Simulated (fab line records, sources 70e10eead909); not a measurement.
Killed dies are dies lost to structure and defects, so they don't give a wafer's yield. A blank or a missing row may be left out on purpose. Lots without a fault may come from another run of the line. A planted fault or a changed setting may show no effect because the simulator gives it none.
fab line records | flow nand_harc
record lots=6 wafers=18 last_day=33
route steps=1302 shown P_GATE@193 P_CONTACT@218 END@1302
lots that met no fault: from a run of the same line without faults
start_h: hours from the record's first day to the start of the lot's first wafer shown | wait_h: hours since the lot's step before | " the same as in the row above | L1.1+2: a row that stands for several wafers | - no value, or no start given | * or withheld: withheld | < > ~ a bound
route shown NAME@n: a module of which the file shows steps, and the number in the route of the first | usual: mean/standard deviation of fault-free wafers | same: alike in all rows | chamber/n: place in a boat | sites: the reading at each site | _std_site: their standard deviation | _edge_site: outer sites' mean less inner sites' | radius_mm: how far each site lies from the wafer's centre | mask NAME#n: copy n | behind: the tool/chamber that last shaped the wafer | hold: why the lot was held/for how many hours/how that ended | device: the transistor (n, p or np) that didn't switch | end of line: the same wafers' tests at the end of the route | a step without rows: its recipe alone | killed: dies lost to structure and defects at the first sort, not the wafer's yield | map: a wafer's dies, x killed, . not, _ none there
set.NAME: the setting as run; set.NAME@STEP: as run at that earlier step | model.NAME: the simulator's own value behind a step, which no gauge read
lots at some steps of the route; a table a step, a row a wafer
services: from which hour (start_h, from the record's first day; less than 0 if before it) a tool's chamber was out of use, for how many hours, and why
## steps
# step NHARC_P_GATE_HMDS_84
# recipe time_s=30
# step NHARC_P_GATE_COAT_85
# recipe spin_rpm=3000
# step NHARC_P_GATE_SOFTBAKE_86
# recipe temp_c=122 time_s=95
# step NHARC_P_GATE_EBR_87
# step NHARC_P_GATE_EXPOSE_88
# recipe na=0.6 target_cd_nm=2000 dose_mj=11.87 mask_id=P_HVN
# step NHARC_P_GATE_PEB_89
# recipe peb_temp_c=118 peb_time_s=85
# step NHARC_P_GATE_DEVELOP_90
# recipe time_s=70
# step NHARC_P_GATE_CD_MEAS_91
# recipe target_cd_nm=2000 landing_energy_ev=500
# usual cd_nm=2001.2/1.4
# same landing_energy_ev=500
# columns lot.wafer tool chamber start_h wait_h cd_nm
L431.1 cd_sem-01 0 127.01 - 1999.4
L431.3 " 0 " " 2000.4
L431.6 " 0 " " 2001.2
L439.1 cd_sem-01 0 208.66 - 2002.0
L439.4 " 0 " " 2001.0
L439.5 " 0 " " 2002.4
L441.1 cd_sem-03 0 231.54 - 1999.8
L441.2 " 0 " " 2001.1
L441.6 " 0 " " 2001.3
L448.3 cd_sem-02 0 295.13 - 2000.7
L448.4 " 0 " " 1999.1
L448.6 " 0 " " 2001.4
L449.2 cd_sem-03 0 295.73 - 1999.5
L449.3 " 0 " " 1999.8
L449.4 " 0 " " 1997.4
L453.1 cd_sem-02 0 343.57 - 2000.0
L453.4 " 0 " " 2001.3
L453.5 " 0 " " 1999.1
# step NHARC_P_GATE_HARDBAKE_92
# recipe temp_c=125 time_s=80
# step NHARC_P_GATE_DESCUM_93
# recipe time_s=3 o2_flow_sccm=200 ar_flow_sccm=0 bias_power_w=0 chemistry=O2
# usual drypump_motor_current_A=5.5/0.49 oes_product_au=1.001/0.012 rf_vpp_V=57.9/0.87 showerhead_plenum_p_Torr=1.94/0.077 throttle_valve_pct=11.310/0.0093
# columns lot.wafer tool chamber start_h wait_h drypump_motor_current_A oes_product_au rf_hours_counter_h rf_vpp_V showerhead_plenum_p_Torr throttle_valve_pct
L431.3 rie_diel-12 1 127.17 - 5.6 1.014 2 58.8 1.98 11.301
L431.1 " 0 " " 5.0 1.004 2 57.8 2.06 11.301
L431.6 " 1 " " 5.6 1.007 - 58.8 1.98 11.321
L439.4 rie_diel-05 1 208.82 - 5.6 0.984 10 59.0 1.82 11.306
L439.1 " 2 " " 5.2 0.985 10 55.9 1.94 11.321
L439.5 " 1 " " 5.6 0.999 - 57.1 1.82 11.297
L441.2 rie_diel-12 2 231.71 - 5.8 0.991 7 59.0 2.05 11.309
L441.1 " 3 " " 4.6 1.011 6 57.0 1.85 11.306
L441.6 " 2 " " 5.7 0.993 - 56.6 2.05 11.305
L448.3 rie_diel-05 3 295.29 - 5.8 1.028 4 57.1 1.93 11.317
L448.4 " 1 " " 5.6 1.001 3 58.1 1.82 11.298
L448.6 " 2 " " 5.2 0.992 - 56.8 1.94 11.305
L449.2 rie_diel-05 3 295.89 - 5.8 1.019 4 58.7 1.93 11.303
L449.4 " 0 " " 5.3 1.004 3 57.3 1.93 11.307
L449.3 " 1 " " 5.6 1.002 3 57.3 1.82 11.316
L453.1 rie_diel-05 0 343.73 - 5.4 1.009 6 57.0 1.93 11.308
L453.4 " 2 " " 5.2 0.990 8 58.1 1.93 11.298
L453.5 " 1 " " 5.6 0.996 - 58.5 1.82 11.326
# step NHARC_P_GATE_IMPLANT_94
# recipe energy_kev=60 dose_cm2=2e+15 tilt_deg=7
# step NHARC_P_GATE_STRIP_113
# recipe power_w=1500 temp_c=110 time_s=740 chemistry=N2/H2
# step NHARC_P_GATE_STRIP_95
# recipe power_w=1500 temp_c=250 chemistry=O2
# usual drypump_motor_current_A=5.43/0.3 heater_power_w=334/33
# columns lot.wafer tool chamber start_h wait_h drypump_motor_current_A heater_power_w rf_hours_counter_h
L431.1 plasma_asher-01 1 128.27 0.6 4.93 342 17
L431.3 " 1 " " 4.93 342 -
L431.6 " 0 " " 5.75 392 -
L439.1 plasma_asher-02 0 209.91 0.6 5.63 307 28
L439.4 " 0 " " 5.59 308 -
L439.5 " 0 " " 5.58 303 -
L441.1 plasma_asher-02 1 232.78 0.6 5.37 304 33
L441.2 " 0 " " 5.54 303 33
L441.6 " 1 " " 5.41 303 -
L448.4 plasma_asher-02 0 296.40 0.4 5.59 315 -
L448.3 " 1 " " 5.40 299 -
L448.6 " 0 " " 5.60 316 -
L449.2 plasma_asher-01 0 296.98 0.6 5.81 387 19
L449.4 " 0 " " 5.81 386 -
L449.3 " 1 " " 4.93 356 -
L453.1 plasma_asher-01 0 344.81 0.6 5.79 390 29
L453.4 " 0 " " 5.77 386 -
L453.5 " 1 " " 4.97 354 -
# step NHARC_P_GATE_STRIP_96
# recipe time_s=900 temp_c=130 chemistry=SPM
# step NHARC_P_GATE_RTA_64
# recipe temp_c=1050 time_s=1
# step NHARC_P_GATE_ETCH_77
# recipe target_depth_a=60 chemistry=dHF material=SiO2
# step NHARC_P_GATE_DEGAS_109
# recipe temp_c=300 time_s=60
# usual heater_power_w=483/46
# columns lot.wafer tool chamber start_h wait_h heater_power_w
L431.1 pvd_sputter-03 - 129.18 0.1 392
L431.3 " - " " 420
L431.6 " - " " 529
L439.1 pvd_sputter-02 - 210.78 0.1 486
L439.4 " - " " 509
L439.5 " - " " 495
L441.2 pvd_sputter-02 - 233.64 0.1 555
L441.1 " - " " 508
L441.6 " - " " 562
L448.3 pvd_sputter-02 - 297.26 0.1 469
L448.4 " - " " 506
L448.6 " - " " 509
L449.2 pvd_sputter-01 - 297.85 0.1 464
L449.4 " - " " 450
L449.3 " - " " 469
L453.4 pvd_sputter-01 - 345.68 0.1 435
L453.1 " - " " 492
L453.5 " - " " 435
# step NHARC_P_GATE_PRE_CLEAN_110
# recipe time_s=30 bias_v=200 gas=Ar
# step NHARC_P_GATE_SPUTTER_78
# recipe target_thk_a=100 material=Ni
# step NHARC_P_GATE_SPUTTER_79
# recipe target_thk_a=100 material=TiN
# step NHARC_P_GATE_RTA_80
# recipe temp_c=300 time_s=30
# usual anneal_temp_c_max=301.2/0.31 wafer_temp_C_max=301.7/0.41
# columns lot.wafer tool chamber start_h wait_h anneal_temp_c_max wafer_temp_C_max
L431.1 rtp_anneal-02 0 129.47 - 301.0 301.2
L431.3 " 0 " " 300.7 301.9
L431.6 " 0 " " 300.6 301.5
L439.1 rtp_anneal-02 0 211.07 - 300.8 301.5
L439.4 " 0 " " 301.4 301.3
L439.5 " 0 " " 300.9 301.2
L441.1 rtp_anneal-01 0 233.95 - 301.2 301.9
L441.2 " 0 " " 301.5 302.2
L441.6 " 0 " " 301.3 301.5
L448.3 rtp_anneal-02 0 297.77 - 301.1 301.7
L448.4 " 0 " " 300.9 301.3
L448.6 " 0 " " 301.2 301.8
L449.2 rtp_anneal-02 0 298.18 - 300.8 301.4
L449.3 " 0 " " 300.8 301.2
L449.4 " 0 " " 301.4 301.6
L453.1 rtp_anneal-02 0 345.98 - 301.3 301.7
L453.4 " 0 " " 301.0 301.8
L453.5 " 0 " " 301.0 301.7
# step NHARC_P_GATE_STRIP_67
# recipe time_s=600 temp_c=130 chemistry=SPM
# step NHARC_P_GATE_RTA_82
# recipe temp_c=450 time_s=30
# step NHARC_P_GATE_INSPECT_68
# usual raw_defect_count=206/72
# columns lot.wafer tool chamber start_h wait_h hold raw_defect_count
L431.1 defect_inspect-01 - 130.12 0.2 - 189
L431.3 " - " " - 221
L431.6 " - " " - 207
L439.1 defect_inspect-02 - 211.73 0.2 await_dispo/0.2h/release 350
L439.4 " - " " await_dispo/0.2h/release 465
L439.5 " - " " await_dispo/0.2h/release 370
L439.1 defect_inspect-02 - 211.90 0.2 - 346
L439.4 " - " " - 459
L439.5 " - " " - 391
L441.1 defect_inspect-01 - 234.61 0.2 await_dispo/0.2h/release 531
L441.2 " - " " await_dispo/0.2h/release 479
L441.6 " - " " await_dispo/0.2h/release 458
L441.1 defect_inspect-01 - 234.78 0.2 - 545
L441.2 " - " " - 468
L441.6 " - " " - 464
L448.3 defect_inspect-02 - 298.38 0.1 - 199
L448.4 " - " " - 250
L448.6 " - " " - 148
L449.2 defect_inspect-02 - 298.81 0.1 - 158
L449.3 " - " " - 101
L449.4 " - " " - 141
L453.1 defect_inspect-01 - 346.63 0.2 - 211
L453.4 " - " " - 304
L453.5 " - " " - 258
# step NHARC_P_CONTACT_DEP_00
# recipe target_thk_a=5000 temp_c=400 pressure_torr=6.5 rf_w=900 teos_flow_sccm=161.4 flow_sccm=2650 target_thk_nm=500 gas=O2 material=SiO2
# usual heater_power_w=582/89 throttle_valve_pct=15.8/0.5
# columns lot.wafer tool chamber start_h wait_h heater_power_w throttle_valve_pct
L431.3 pecvd-02 2 - - 676 14.9
L431.1 " 1 " " 642 15.8
L431.6 " 1 " " 498 15.6
L439.1 pecvd-02 2 - - 721 15.2
L439.5 " 1 " " 535 15.7
L439.4 " 2 " " 553 15.1
L441.2 pecvd-04 0 - - 484 15.9
L441.1 " 1 " " 511 15.5
L441.6 " 0 " " 507 15.8
L448.3 pecvd-03 1 - - 425 16.0
L448.4 " 1 " " 474 15.9
L448.6 " 2 " " 627 16.2
L449.2 pecvd-02 1 - - 452 15.8
L449.3 " 0 " " 701 15.6
L449.4 " 1 " " 499 15.5
L453.1 pecvd-03 0 - - 726 16.9
L453.4 " 1 " " 541 16.0
L453.5 " 2 " " 638 16.2
# step NHARC_P_CONTACT_CMP_01
# recipe target_thk_nm=200 material=SiO2
# usual motor_current_A=12.0/1.1
# columns lot.wafer tool chamber start_h wait_h motor_current_A
L431.3 cmp-02 1 130.90 - 11.9
L431.1 " 3 " " 12.1
L431.6 " 2 " " 12.2
L439.1 cmp-02 3 218.61 - 11.9
L439.4 " 0 " " 11.0
L439.5 " 2 " " 11.9
L441.1 cmp-04 1 240.89 - 12.6
L441.2 " 2 " " 14.1
L441.6 " 2 " " 15.1
L448.4 cmp-01 0 299.18 - 11.6
L448.3 " 2 " " 13.0
L448.6 " 3 " " 11.8
L449.3 cmp-04 3 299.61 - 13.1
L449.4 " 0 " " 11.6
L449.2 " 1 " " 13.0
L453.4 cmp-04 3 347.40 - 13.1
L453.1 " 1 " " 12.7
L453.5 " 3 " " 13.0
# step NHARC_P_CONTACT_SRD_03
# step NHARC_P_CONTACT_DEHYDRATE_04
# recipe temp_c=150 time_s=120
# step NHARC_P_CONTACT_HMDS_05
# recipe time_s=30
# step NHARC_P_CONTACT_COAT_33
# recipe temp_c=260 time_s=75
# step NHARC_P_CONTACT_COAT_34
# recipe temp_c=225 time_s=65
# step NHARC_P_CONTACT_COAT_06
# recipe spin_rpm=1500 resist_thk_nm=90
# step NHARC_P_CONTACT_SOFTBAKE_07
# recipe temp_c=105 time_s=55
# step NHARC_P_CONTACT_EBR_08
# step NHARC_P_CONTACT_EXPOSE_09
# recipe na=1.35 target_cd_nm=90 dose_mj=81.26 mask_id=P_CA
# step NHARC_P_CONTACT_PEB_10
# recipe peb_temp_c=100 peb_time_s=65
# step NHARC_P_CONTACT_DEVELOP_11
# recipe develop_time_s=35 dev_temp_c=23
# step NHARC_P_CONTACT_CD_MEAS_12
# recipe target_cd_nm=90 landing_energy_ev=500
# usual cd_nm=89.8/0.6
# same landing_energy_ev=500
# columns lot.wafer tool chamber start_h wait_h cd_nm
L431.1 cd_sem-03 0 132.17 - 90.9
L431.3 " 0 " " 90.2
L431.6 " 0 " " 90.0
L439.1 cd_sem-02 0 219.32 - 90.6
L439.4 " 0 " " 91.1
L439.5 " 0 " " 89.7
L441.1 cd_sem-02 0 241.59 - 89.2
L441.2 " 0 " " 90.0
L441.6 " 0 " " 88.8
L448.3 cd_sem-02 0 299.87 - 88.5
L448.4 " 0 " " 89.0
L448.6 " 0 " " 89.2
L449.2 cd_sem-03 0 300.43 - 90.2
L449.3 " 0 " " 90.2
L449.4 " 0 " " 89.9
L453.1 cd_sem-01 0 348.23 - 89.3
L453.4 " 0 " " 89.2
L453.5 " 0 " " 90.5
# step NHARC_P_CONTACT_OVL_MEAS_13
# usual overlay_x_nm=0.1/0.89 overlay_y_nm=0.1/1.1
# columns lot.wafer tool chamber start_h wait_h overlay_x_nm overlay_y_nm
L431.1 overlay-02 - 132.25 - -1.1 -0.9
L431.3 " - " " -0.5 -0.6
L431.6 " - " " -0.3 -0.7
L439.1 overlay-01 - 219.41 - 1.3 1.0
L439.4 " - " " 1.1 0.8
L439.5 " - " " 1.1 0.5
L441.1 overlay-01 - 241.68 - 0.9 -0.4
L441.2 " - " " 0.0 -0.5
L441.6 " - " " 0.2 0.2
L448.3 overlay-02 - 299.95 - 0.2 1.5
L448.4 " - " " -0.1 0.9
L448.6 " - " " -0.3 1.0
L449.2 overlay-02 - 300.52 - -0.7 0.0
L449.3 " - " " -0.2 0.4
L449.4 " - " " -0.6 0.2
L453.1 overlay-02 - 348.32 - -2.1 -0.4
L453.4 " - " " -1.9 -0.1
L453.5 " - " " -2.3 -0.4
# step NHARC_END_SORT_01
# recipe temp_c=25
# usual defect_limited_yield=91.1/2.9 killed_at_array=55/19 killed_at_other=0.8/1.1 killed_at_periphery=4.0/2.6 killed_dies=60/20 killed_open=3.4/1.7 killed_short=2.6/1.5
# same gross_dies=677
# columns lot.wafer tool chamber start_h wait_h defect_limited_yield[%] killed_at_array killed_at_other killed_at_periphery killed_dies killed_open killed_short
L448.3 prober-01 0 741.15 3.1 92.9 44 0 4 48 3 2
L448.4 prober-01 0 741.95 3.4 93.6 37 0 6 43 4 3
L448.6 prober-01 0 743.56 4.0 94.1 38 0 2 40 4 3
L449.2 prober-01 0 752.01 2.8 89.1 65 3 6 74 4 1
L449.3 prober-01 0 752.80 3.1 92.6 47 1 2 50 4 4
L449.4 prober-01 0 753.59 3.4 91.4 57 1 0 58 1 4
# killed by level:class
L448.3 A_CHANNEL_HOLE_D1:chamber_film_flake=31 A_STAIRCASE:chamber_film_flake=3 A_CONTACT:chamber_film_flake=3 A_SLIT:chamber_film_flake=2 P_M0:geometric_particle:open=1 A_CHANNEL_FILL_D1:geometric_particle:short=1 A_DECK1_JOINT:geometric_particle:open=1 A_ONON_D2:geometric_particle:open=1
L448.4 A_CHANNEL_HOLE_D1:chamber_film_flake=26 A_SLIT:chamber_film_flake=3 A_CONTACT:chamber_film_flake=3 P_GATE:chamber_film_flake=2 A_STAIRCASE:chamber_film_flake=2 P_STI:geometric_particle:open=1 P_CONTACT:geometric_particle:open=1 P_M0:geometric_particle:open=1
L448.6 A_CHANNEL_HOLE_D1:chamber_film_flake=27 A_STAIRCASE:chamber_film_flake=3 P_STI:geometric_particle:open=1 P_M2:geometric_particle:open=1 A_SOURCE_PLATE:geometric_particle:short=1 A_ONON_D2:geometric_particle:short=1 A_ONON_D2:geometric_particle:open=1 A_CHANNEL_FILL_D2:geometric_particle:short=1
L449.2 A_SLIT:chamber_film_flake=18 A_CHANNEL_HOLE_D1:chamber_film_flake=15 A_CHANNEL_HOLE_D2:chamber_film_flake=12 A_CONTACT:chamber_film_flake=6 A_SGD_CUT:chamber_film_flake=6 A_STAIRCASE:chamber_film_flake=4 THIN_TSV:chamber_film_flake=3 P_GATE:chamber_film_flake=2
L449.3 A_SLIT:chamber_film_flake=18 A_CHANNEL_HOLE_D1:chamber_film_flake=6 A_CHANNEL_HOLE_D2:chamber_film_flake=6 A_CONTACT:chamber_film_flake=5 A_CHANNEL_FILL_D2:geometric_particle:open=2 P_CONTACT:chamber_film_flake=2 A_STAIRCASE:chamber_film_flake=2 A_SGD_CUT:chamber_film_flake=2
L449.4 A_SLIT:chamber_film_flake=20 A_CHANNEL_HOLE_D2:chamber_film_flake=14 A_CHANNEL_HOLE_D1:chamber_film_flake=5 A_CONTACT:chamber_film_flake=5 A_SGD_CUT:chamber_film_flake=4 A_STAIRCASE:chamber_film_flake=3 A_CHANNEL_FILL_D2:geometric_particle:short=2 A_ONON_D1:geometric_particle:short=1
## services
# columns tool chamber start_h hours kind
pvd_sputter-02 - 104.00 10.0 pm
cmp-04 - 104.35 2.3 repair
cmp-04 - 111.07 4.0 pm
cmp-04 - 121.70 8.3 repair
rie_diel-05 3 123.40 7.5 repair
plasma_asher-02 - 131.39 9.9 repair
rie_diel-05 2 155.53 7.6 repair
plasma_asher-01 - 206.33 0.8 repair
cmp-04 - 209.07 4.0 pm
plasma_asher-02 - 210.39 1.8 repair
plasma_asher-01 - 212.34 9.0 pm
pecvd-02 - 226.98 1.6 repair
pecvd-02 - 228.62 13.0 pm
rie_diel-05 - 229.60 9.0 pm
cmp-04 - 247.62 1.8 repair
plasma_asher-02 - 249.00 9.0 pm
plasma_asher-02 - 263.52 6.8 repair
pvd_sputter-02 - 282.00 10.0 pm
rie_diel-05 - 289.06 3.4 repair
plasma_asher-02 - 291.33 0.5 repair
pecvd-02 1 292.36 3.5 repair
plasma_asher-01 - 302.74 2.2 repair
plasma_asher-02 - 305.91 1.9 repair
cmp-04 - 307.07 4.0 pm
## key
first_sign step=NHARC_P_GATE_INSPECT_68 reading=visit direction=added
effect step=NHARC_P_GATE_INSPECT_68 reading=raw_defect_count direction=up sigmas=3.3 usual=206 struck=442
met_at NHARC_P_GATE_STRIP_95
struck_wafers L439.1,L439.4,L439.5,L441.1,L441.2,L441.6
scrapped_behind NHARC_P_CONTACT_INSPECT_14 L439.1,L439.4,L439.5,L441.1,L441.2,L441.6
fault kind=chamber_particle_source tool=plasma_asher-02 chamber=- onset_h=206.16 steps=NHARC_P_GATE_STRIP_95 rate_per_visit_cm2=0.41866 end_h=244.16
